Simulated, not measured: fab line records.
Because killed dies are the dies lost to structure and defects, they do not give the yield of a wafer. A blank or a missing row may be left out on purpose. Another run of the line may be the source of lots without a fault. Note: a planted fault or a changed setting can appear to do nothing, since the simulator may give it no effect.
Comparing a struck lot with a sound one | flow nand-harc | 11 steps out of a route of 1302
Sound: these wafers, L918.2, L918.3, L918.6. Wafers struck: L929.2, L929.5, L929.6. At the end, the cause is stated.
For every step that has rows: the tool of each side, followed by ch and its chambers, followed by its first start. Under that, the readings that differ: sound wafers | struck wafers | difference of the means | sigmas: that difference in standard deviations of wafers without a fault.
alike: readings with means less than 2 such deviations apart, plus words and numbers identical on both sides. not compared: withheld readings, readings lacking a value on some wafer, bounds such as >300 that could conceal the same value, and numbers that have no deviation in the record and whose values overlap.
A row with sigmas, a row that says differs or no value, or rows on one side alone: a step with any of these is where the two part. Numbers that have no deviation but don't overlap get no sigmas and don't part them. Lack of a reading on every wafer of one side parts them only where that side has two or more wafers.

first, 8 steps without rows for these wafers: NHARC_P_CONTACT_PEB_10 (peb time 65 s); NHARC_P_CONTACT_DEVELOP_11 (develop time 35 s); NHARC_P_CONTACT_DESCUM_17 (chemistry O2, time 3 s); NHARC_P_CONTACT_ETCH_35 (etches the open film in CF4, target depth 39 nm, time 65 s); NHARC_P_CONTACT_ETCH_36 (etches the open film in N2/H2, target depth 260 nm, time 406.25 s); NHARC_P_CONTACT_ETCH_18 (etches the open film in C4F8/O2/Ar, target depth 481 nm, time 240.5 s); NHARC_P_CONTACT_STRIP_37 (strips in C4F8/O2/Ar); NHARC_P_CONTACT_ETCH_31 (etches the open film in CH3F/O2, target depth 30 nm, time 85.7 s).
NHARC_P_CONTACT_STRIP_28: strips in O2.
  sound on rie-diel-01 ch 1,2,3, day 8 05:39; struck on rie-diel-13 ch 0,1, day 12 14:02
  no value came back on the struck wafers for any of 8 readings (bias-w (W), chamber-pressure-mTorr (mTorr) and others); on the sound wafers bias-w (W) reads 0 0 0
  not compared: rf-hours-counter-h
then, 1 step without rows for these wafers: NHARC_P_CONTACT_STRIP_29 (strips in post etch residue remover, time 1200 s).
-- record jumps: 19 days between struck wafers' starts before vs after; left off in module P_CONTACT, resumes in module END, first step shown is number 1302 of the route --
NHARC_END_SORT_01:
  sound on prober-02 ch 0, day 26 05:20; struck on prober-01 ch 0, day 31 15:47
  reading             | sound    | struck                                                               | difference                   | sigmas
  hold                | - - -    | await-dispo/3.9h/scrap await-dispo/3.9h/scrap await-dispo/3.9h/scrap | no value on the sound wafers |
  killed-at-periphery | 2 2 2    | 610 612 605                                                          | +607                         | +99 or more
  killed-dies         | 42 45 49 | 677 677 677                                                          | +632                         | +27
  alike: killed-at-array, killed-at-other, killed-open, killed-short

== WHERE THEY PART ==
Last at NHARC_END_SORT_01 as far as this record goes, first at NHARC_P_CONTACT_STRIP_28.

WHY: the cause the simulator had injected
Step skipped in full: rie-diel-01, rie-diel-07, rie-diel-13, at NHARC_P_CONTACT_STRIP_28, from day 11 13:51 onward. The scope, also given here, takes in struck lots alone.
